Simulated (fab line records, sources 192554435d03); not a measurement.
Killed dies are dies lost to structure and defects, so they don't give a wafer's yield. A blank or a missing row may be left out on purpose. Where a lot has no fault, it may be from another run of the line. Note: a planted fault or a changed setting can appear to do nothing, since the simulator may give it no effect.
Which tool was responsible?    flow n5 finfet    32 wafers from 12 lots sampled at 4 of the route's 1938 steps

== WHAT EACH GAUGE READ, for each wafer ==
N5_BEOL_M10_OCD_MEAS_38. Usual: trench depth nm reads 149.5 nm (standard deviation 2.4).
lot   measured      on      trench depth nm (nm)  flag
L658  day 10 07:09  ocd-02  151.3 151.0 149.2     
L660  day 11 11:56  ocd-01  146.7 152.5 146.8     
L661  day 11 11:43  ocd-02  146.5 148.3           
L662  day 12 06:12  ocd-02  152.9 151.6           
L665  day 12 08:31  ocd-02  153.6 150.8 149.2     
L663  day 12 12:50  ocd-02  147.1 151.8           
L667  day 12 12:29  ocd-02  153.1 150.5 147.4     
L666  day 13 11:05  ocd-02  148.8 153.6 149.1     
L669  day 14 04:35  ocd-01  150.8 149.2           
L676  day 15 11:22  ocd-02  149.4 146.4 149.0     
L678  day 16 11:06  ocd-01  147.9 149.7 147.1     
L679  day 16 20:50  ocd-02  153.2 149.1 151.4     

== TOOL THAT RAN EACH LOT (tool first, then ch and the chambers of the sampled wafers, then the start) ==
lot   N5_BEOL_M10_DESCUM_16               N5_BEOL_M10_STRIP_19                N5_BEOL_M10_ETCH_65
L658  rie diel-03 ch 0,2, day 10 05:13    rie diel-02 ch 0,1,3, day 10 05:37  rie diel-04 ch 1,2, day 10 06:41
L660  rie diel-02 ch 0,1,2, day 11 07:43  rie diel-04 ch 2,3, day 11 08:07    rie diel-02 ch 0,1,3, day 11 11:29
L661  rie diel-02 ch 3, day 11 07:59      rie diel-02 ch 1,3, day 11 08:27    rie diel-04 ch 0,1, day 11 11:16
L662  rie diel-03 ch 0,3, day 12 03:44    rie diel-04 ch 1,2, day 12 04:10    rie diel-03 ch 1,2, day 12 05:46
L665  rie diel-04 ch 2,3, day 12 06:52    rie diel-03 ch 0,1,2, day 12 07:20  rie diel-02 ch 1,2,3, day 12 08:03
L663  rie diel-02 ch 1,3, day 12 10:48    rie diel-02 ch 0,2, day 12 11:11    rie diel-03 ch 2,3, day 12 12:23
L667  rie diel-03 ch 1,2, day 12 11:02    rie diel-04 ch 1,2, day 12 11:25    rie diel-02 ch 1,2,3, day 12 12:02
L666  rie diel-02 ch 0,2, day 13 09:08    rie diel-04 ch 1,2,3, day 13 09:32  rie diel-02 ch 1,3, day 13 10:37
L669  rie diel-02 ch 0,3, day 14 02:54    rie diel-02 ch 2,3, day 14 03:17    rie diel-02 ch 2,3, day 14 04:07
L676  rie diel-03 ch 1,2,3, day 15 08:34  rie diel-03 ch 0,1,2, day 15 09:01  rie diel-04 ch 0,1, day 15 10:55
L678  rie diel-02 ch 0,2,3, day 16 08:02  rie diel-03 ch 2,3, day 16 08:26    rie diel-04 ch 0,2,3, day 16 10:38
L679  rie diel-02 ch 0,1, day 16 18:31    rie diel-02 ch 0,1,2, day 16 18:55  rie diel-02 ch 1,3, day 16 20:22
- N5_BEOL_M10_DESCUM_16: chemistry O2, time 7.9 s.
- N5_BEOL_M10_STRIP_19: strips in O2.
- N5_BEOL_M10_ETCH_65: etches SiARC in CF4, target depth 39 nm, time 65 s.

== AS READ BY THE TOOLS THEMSELVES (means over the sampled wafers that have a number; for cases with no such wafer, the mark the record gives instead) ==
N5_BEOL_M10_DESCUM_16. Usual: drypump motor current A 5.7 A, standard deviation 0.42; oes product au 0.83 a.u., standard deviation 0.062; rf vpp V 242.7 V, standard deviation 1.4; showerhead plenum p Torr 2.06 Torr, standard deviation 0.071; throttle valve pct 20.40 %, standard deviation 0.18.
lot   tool         drypump motor current A (A)  oes product au (a.u.)  rf vpp V (V)  showerhead plenum p Torr (Torr)  throttle valve pct (%)  flag
L658  rie diel-03  5.5                          0.89                   241.1         2.03                             20.37                   
L660  rie diel-02  5.9                          0.86                   242.7         2.08                             20.41                   
L661  rie diel-02  5.5                          0.89                   244.4         2.21                             20.05                   
L662  rie diel-03  5.3                          0.78                   242.2         2.01                             20.55                   
L665  rie diel-04  6.3                          0.88                   244.3         2.12                             20.22                   
L663  rie diel-02  6.1                          0.86                   243.4         2.13                             20.22                   
L667  rie diel-03  5.6                          0.86                   242.7         2.02                             20.38                   
L666  rie diel-02  5.5                          0.83                   242.5         2.06                             20.46                   
L669  rie diel-02  5.5                          0.85                   244.0         2.17                             20.23                   
L676  rie diel-03  5.5                          0.78                   242.7         2.00                             20.56                   
L678  rie diel-02  5.6                          0.82                   243.3         2.11                             20.35                   
L679  rie diel-02  6.3                          0.81                   242.6         2.07                             20.43                   

N5_BEOL_M10_STRIP_19. Usual: drypump motor current A 5.8 A, standard deviation 0.42; oes product au 0.84 a.u., standard deviation 0.055; rf vpp V 3.6 V, standard deviation 0.69; showerhead plenum p Torr 2.08 Torr, standard deviation 0.07; throttle valve pct 16.60 %, standard deviation 0.18.
lot   tool         drypump motor current A (A)  oes product au (a.u.)  rf vpp V (V)  showerhead plenum p Torr (Torr)  throttle valve pct (%)  flag
L658  rie diel-02  5.9                          0.89                   3.1           2.14                             16.46                   
L660  rie diel-04  6.2                          0.87                   4.5           2.11                             16.42                   
L661  rie diel-02  6.0                          0.87                   4.3           2.14                             16.44                   
L662  rie diel-04  5.9                          0.82                   2.7           2.06                             16.46                   
L665  rie diel-03  5.6                          0.87                   4.0           2.03                             16.67                   
L663  rie diel-02  5.5                          0.84                   3.5           2.08                             16.64                   
L667  rie diel-04  6.0                          0.82                   3.9           2.07                             16.47                   
L666  rie diel-04  6.1                          0.84                   3.2           2.08                             16.50                   
L669  rie diel-02  5.5                          0.82                   3.9           2.12                             16.54                   
L676  rie diel-03  5.5                          0.83                   3.0           2.02                             16.73                   
L678  rie diel-03  5.4                          0.91                   3.4           2.16                             16.52                   
L679  rie diel-02  6.0                          0.82                   3.9           2.06                             16.68                   

N5_BEOL_M10_ETCH_65. Usual: drypump motor current A 5.7 A, standard deviation 0.43; etch rf on time s 64.7 s, standard deviation 1.7; oes product au 0.70 a.u., standard deviation 0.048; rf vpp V 183.7 V, standard deviation 1.1; showerhead plenum p Torr 2.11 Torr, standard deviation 0.063; throttle valve pct 15.58 %, standard deviation 0.18.
lot   tool         drypump motor current A (A)  etch rf on time s (s)  oes product au (a.u.)  rf vpp V (V)  showerhead plenum p Torr (Torr)  throttle valve pct (%)  flag
L658  rie diel-04  6.0                          62.6                   0.72                   183.7         2.13                             15.38                   
L660  rie diel-02  5.9                          64.8                   0.75                   183.8         2.18                             15.39                   
L661  rie diel-04  5.4                          64.7                   0.69                   183.1         2.08                             15.65                   
L662  rie diel-03  5.6                          62.9                   0.74                   183.8         2.09                             15.66                   
L665  rie diel-02  5.9                          64.5                   0.72                   184.6         2.15                             15.49                   
L663  rie diel-03  5.5                          66.5                   0.63                   182.5         2.05                             15.70                   
L667  rie diel-02  5.9                          56.9                   0.79                   183.7         2.15                             15.50                   OFF
L666  rie diel-02  6.3                          57.8                   0.77                   184.1         2.15                             15.46                   OFF
L669  rie diel-02  5.5                          52.8                   0.80                   184.6         2.17                             15.55                   OFF
L676  rie diel-04  5.3                          65.3                   0.66                   182.9         2.06                             15.79                   
L678  rie diel-04  5.9                          64.4                   0.68                   184.1         2.13                             15.67                   
L679  rie diel-02  5.9                          63.4                   0.70                   184.9         2.21                             15.49                   

== THE ANSWER, worked out from the rows above alone ==
Rule: lot off if the mean of its wafers having a number is beyond 3 standard deviations from the usual mean. A lot without any number at a reading at which 4 lots or more have one is off too. Any other lot the step has rows for is counted as sound. After the gauges, taken in route order, come the tools' own readings; for these a lot's mean is taken, as printed above. At the first step where some lot is off, the reading lying furthest off is the one used; lots without a number count as furthest.
Off at N5_BEOL_M10_ETCH_65 (etch rf on time s): L667, L666, L669.
A tool fits if, at that step or a process step before it, it ran every lot that is off, and no sound lot after the first of them. None of those tried fits.

== WHAT THE SIMULATOR HAD PUT IN ==
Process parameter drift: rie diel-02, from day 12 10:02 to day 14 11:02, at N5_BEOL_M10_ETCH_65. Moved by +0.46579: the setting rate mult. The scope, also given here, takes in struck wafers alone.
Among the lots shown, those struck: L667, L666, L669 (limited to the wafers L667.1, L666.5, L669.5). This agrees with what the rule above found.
